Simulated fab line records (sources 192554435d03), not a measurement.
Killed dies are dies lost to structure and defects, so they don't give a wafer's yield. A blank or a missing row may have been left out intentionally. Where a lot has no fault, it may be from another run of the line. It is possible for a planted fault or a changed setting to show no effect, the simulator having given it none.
A struck lot beside a sound one | flow n5Finfet | 37 out of 1938 route steps
Sound: these wafers, L925.1, L925.2, L925.6. Struck: wafers L929.1, L929.3, L929.5. The cause is given at the end.
At each step with rows: each side's tool, then ch and its chambers, then its first start. Under that, the readings that differ: sound wafers | struck wafers | difference of the means | sigmas: that difference in standard deviations of wafers without a fault.
alike: readings whose means differ by less than 2 such deviations, and words and numbers that are the same on both sides. not compared: withheld readings, readings that some wafer has no value for, bounds like >300 that may hide the same value, and numbers for which the record gives no deviation and whose values overlap.
A row with sigmas, a row that says differs or no value, or rows on one side alone: a step with any of these is where the two part. Numbers that have no deviation but don't overlap get no sigmas and don't part them. A reading missing from all wafers of one side parts the sides only when that side holds two or more wafers.

first, 10 steps without rows for these wafers: N5_HKMG_FIN_ALD_21 (deposits TiN, target thk 1.5 nm, pulse time 1 s, purge time 3 s); N5_HKMG_FIN_ALD_72 (deposits W, target thk 2 nm, pulse time 1 s, purge time 2 s); N5_HKMG_FIN_W_FILL_22 (material W, target thk 60 nm, time 18.2 s); N5_HKMG_FIN_PRECLEAN_83 (cleans in DIW, time 57.5 s); N5_HKMG_FIN_SRD_84 (dry time 32 s); N5_HKMG_FIN_CMP_23 (polishes, stops on SiNx, t overpolish 10 s, target thk 46.326 nm); N5_HKMG_FIN_CMP_94 (polishes, stops on SiNx, t overpolish 4.7 s, target thk 43.299 nm); N5_GATE_CUT_ETCHBACK_00 (etches W in SF6/Cl2); N5_GATE_CUT_ETCH_56 (etches TiN in Cl2/Ar, target depth 21.6 nm); N5_GATE_CUT_ETCHBACK_30 (etches TiN in Cl2/Ar, target depth 3 nm).
N5_GATE_CUT_VAPOR_ETCH_60: etches HfO2 in BCl3/Cl2.
  sound on rieMetal-02 ch 0, day 4 22:31; struck on rieMetal-02 ch 0,1, day 6 00:20
  alike: drypumpMotorCurrentA, oesProductAu
then, 25 steps without rows for these wafers: N5_GATE_CUT_ETCH_58 (etches SiNx in CH3F/O2, target depth 17 nm, time 128.6 s); N5_GATE_CUT_STRIP_59 (strips in N2/H2, time 20 s); N5_GATE_CUT_PRECLEAN_31 (cleans in DIW, time 300 s); N5_GATE_CUT_SRD_32 (time 30 s); N5_GATE_CUT_SAC_CAP_01 (material SiNx, target thk 24 nm, pulse time 1 s, ald cycles 480); N5_GATE_CUT_PECVD_57 (deposits SiNx from SiH4/NH3/N2, target thk 21 nm); N5_GATE_CUT_CMP_02 (polishes, stops on SiO2, t overpolish 12.7 s, target thk 0 nm); N5_GATE_CUT_HM_DEP_46 (deposits SiO2 from TEOS/O2, target thk 130 nm, time 26.6 s); N5_GATE_CUT_COAT_34 (time 60 s, resist thk 60 nm); N5_GATE_CUT_COAT_35 (time 60 s, resist thk 10 nm); N5_GATE_CUT_COAT_27 (time 60 s, resist thk 10 nm); N5_GATE_CUT_COAT_07 (resist thk 30 nm); N5_GATE_CUT_EBR_09; N5_GATE_CUT_SOFTBAKE_08 (time 60 s); N5_GATE_CUT_EXPOSE_10 (exposes mask GATE CUT, target cd 20 nm); N5_GATE_CUT_PEB_11 (peb time 60 s); N5_GATE_CUT_DEVELOP_12 (develop time 30 s); N5_GATE_CUT_DESCUM_18 (chemistry O2, time 7 s); N5_GATE_CUT_ETCH_28 (etches underlayer in N2/H2, target depth 13 nm, time 10.4 s); N5_GATE_CUT_ETCH_36 (etches SiARC in CF4, target depth 13 nm, time 21.7 s); N5_GATE_CUT_ETCH_37 (etches SOC in N2/H2, target depth 60 nm, overetch 12 nm, time 90 s); N5_GATE_CUT_STRIP_38 (strips in N2/H2); N5_GATE_CUT_STRIP_39 (strips in N2/H2); N5_GATE_CUT_HM_OPEN_40 (chemistry C4F6/O2, target SiO2, target depth 139 nm, time 85.1 s); N5_GATE_CUT_STRIP_41 (strips in CF4).
-- a jump in the record: the struck wafers' starts before and after are 8 days apart (it breaks off in module GATE_CUT and resumes in module PASSIVATION, where the first step shown is number 1936 of the route) --
N5_PASSIVATION_PROBE_49:
  the record has rows for the struck wafers here (prober-02, day 13 22:20) and none for the sound ones

== WHERE THEY PART ==
Within this record, at N5_PASSIVATION_PROBE_49 only.

WHY: what the simulator had put in
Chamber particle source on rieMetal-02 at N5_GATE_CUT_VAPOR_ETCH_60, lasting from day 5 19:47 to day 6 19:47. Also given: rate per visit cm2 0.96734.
